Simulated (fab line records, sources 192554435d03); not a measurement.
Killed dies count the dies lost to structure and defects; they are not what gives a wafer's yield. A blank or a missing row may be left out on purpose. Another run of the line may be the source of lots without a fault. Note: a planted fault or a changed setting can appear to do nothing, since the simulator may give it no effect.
Split-lot study ; flow n5_finfet ; on a route of 1938 steps: 7 lots, 21 wafers read

## SPLIT DETAILS
At N5_DUMMY_GATE_COAT_34 (time 60 s, resist thk 60 nm), the setting spin_rpm was moved away from the recipe's 1500 rpm on 6 of the 21 wafers read, by -4.1% to +7.1%. This setting was run at the recipe's value on the other wafers.

## FROM THE SPLIT TO THE READING: what the file shows between them, 9 steps
- N5_DUMMY_GATE_COAT_35: time 60 s, resist thk 10 nm (also split here: spin_rpm)
- N5_DUMMY_GATE_COAT_28: time 60 s, resist thk 10 nm
- N5_DUMMY_GATE_COAT_09: resist thk 30 nm
- N5_DUMMY_GATE_ETCH_29: etches underlayer in N2/H2, target depth 13 nm
- N5_DUMMY_GATE_ETCH_36: etches SiARC in CF4, target depth 13 nm
- N5_DUMMY_GATE_ETCH_37: etches SOC in N2/H2, target depth 60 nm, overetch 30 nm
- N5_DUMMY_GATE_STRIP_38: strips in N2/H2
- N5_DUMMY_GATE_STRIP_39: strips in N2/H2
- N5_DUMMY_GATE_STRIP_40: strips in CF4

## THE READING
SOC_of_DUMMY_GATE_COAT_34.thk_nm (the simulator's own value, which no gauge read), in nm, at N5_DUMMY_GATE_ETCH_31 (etches SiO2 in C4F6/O2, target depth 82.5 nm, time 27.5 s). No usual value for it is given in the file. Across the 15 wafers here that went through the recipe, the average is 51.9 nm and the standard deviation 0.27 nm.

wafer;tool, chamber at the split;spin_rpm as run, rpm;against the recipe;SOC_of_DUMMY_GATE_COAT_34.thk_nm, nm;against lot-mates on the recipe
L074.1;litho_track-02, 0;1500;recipe;52;-
L074.4;litho_track-02, 0;1500;recipe;52;-
L074.3;litho_track-02, 0;1500;recipe;51.8;-
L076.1;litho_track-02, 0;1500;recipe;51.6;-
L076.2;litho_track-02, 0;1500;recipe;51.6;-
L076.5;litho_track-02, 0;1500;recipe;51.4;-
L077.1;litho_track-03, 0;1607;+7.1%;49.6;-2.1
L077.4;litho_track-03, 0;1500;recipe;51.4;-
L077.5;litho_track-03, 0;1500;recipe;52;-
L079.2;litho_track-02, 0;1500;recipe;52;-
L079.3;litho_track-02, 0;1438;-4.1%;53.4;+1.4
L079.6;litho_track-02, 0;1438;-4.1%;53.2;+1.2
L084.1;litho_track-02, 0;1500;recipe;52;-
L084.3;litho_track-02, 0;1500;recipe;52;-
L084.4;litho_track-02, 0;1500;recipe;52.4;-
L090.1;litho_track-02, 0;1544;+2.9%;51;-1.0
L090.2;litho_track-02, 0;1500;recipe;52;-
L090.6;litho_track-02, 0;1500;recipe;52;-
L091.1;litho_track-05, 0;1584;+5.6%;50.4;-1.8
L091.3;litho_track-05, 0;1500;recipe;52.2;-
L091.6;litho_track-05, 0;1584;+5.6%;50.6;-1.6

FIT RESULTS
A straight line over all 21 wafers: SOC_of_DUMMY_GATE_COAT_34.thk_nm changes by -0.298 nm for each +1% of spin_rpm; r = -0.95; the points scatter about the line by 0.27 nm.
The same after taking each lot's own level away (the mean of its wafers on the recipe; 21 wafers): -0.305 nm for each +1%; r = -0.99; scatter 0.15 nm.
According to that fit, moving spin_rpm by its largest amount changes the reading by 2.2 nm.
From 51.53 to 52.20 nm: that is the span of the lots' own levels, equal to 2.5 times the standard deviation above.
The two slopes are in agreement: the lot-to-lot level therefore moves the slope only a little.
Check: with one of the wafers moved furthest among these (+7.1%) left out of the fit, the line predicts -2.21 nm for it against its lot-mates. It came out at -2.1 nm against them.

## ADDITIONAL SPLITS CARRIED BY THESE WAFERS
Before the reading, these wafers also passed through other splits. Each is held against what the fit with the lots' levels taken away leaves over:
other split on the same wafers;wafers away from the commonest value;r with SOC_of_DUMMY_GATE_COAT_34.thk_nm (lot level and that fit taken away)
N5_ZERO_LAYER_PECVD_02 time_s;6;+0.09
N5_ZERO_LAYER_COAT_05 spin_rpm;8;+0.07
N5_ZERO_LAYER_DEVELOP_10 develop_time_s;8;-0.12
N5_WELL_APT_COAT_02 spin_rpm;10;+0.35
N5_FIN_SAQP_SPACER1_ALD_24 ald_cycles;8;-0.08
N5_FIN_CUT_COAT_19 spin_rpm;7;+0.21
N5_DUMMY_GATE_COAT_35 spin_rpm;5;-0.09

## THE WHOLE CHAIN: every reading that the file lists as answering this split, in the file's order
step;what it does;reading;change (the file's fit);r (the file's)
N5_DUMMY_GATE_COAT_34;time 60 s, resist thk 60 nm;SOC_of_DUMMY_GATE_COAT_34.thk_nm (the simulator's own value, which no gauge read);-0.287 nm for each +1% of the setting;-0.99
N5_DUMMY_GATE_ETCH_37;etches SOC in N2/H2, target depth 60 nm, overetch 30 nm;etch.depth_nm (the simulator's own value, which no gauge read);-0.282 nm for each +1% of the setting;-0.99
N5_DUMMY_GATE_ETCH_31;etches SiO2 in C4F6/O2, target depth 82.5 nm, time 27.5 s;SOC_of_DUMMY_GATE_COAT_34.thk_nm (the simulator's own value, which no gauge read);-0.304 nm for each +1% of the setting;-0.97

## THE FILE'S OWN FIT
SOC_of_DUMMY_GATE_COAT_34.thk_nm changes by -0.304 nm for each +1% of spin_rpm, r = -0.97.
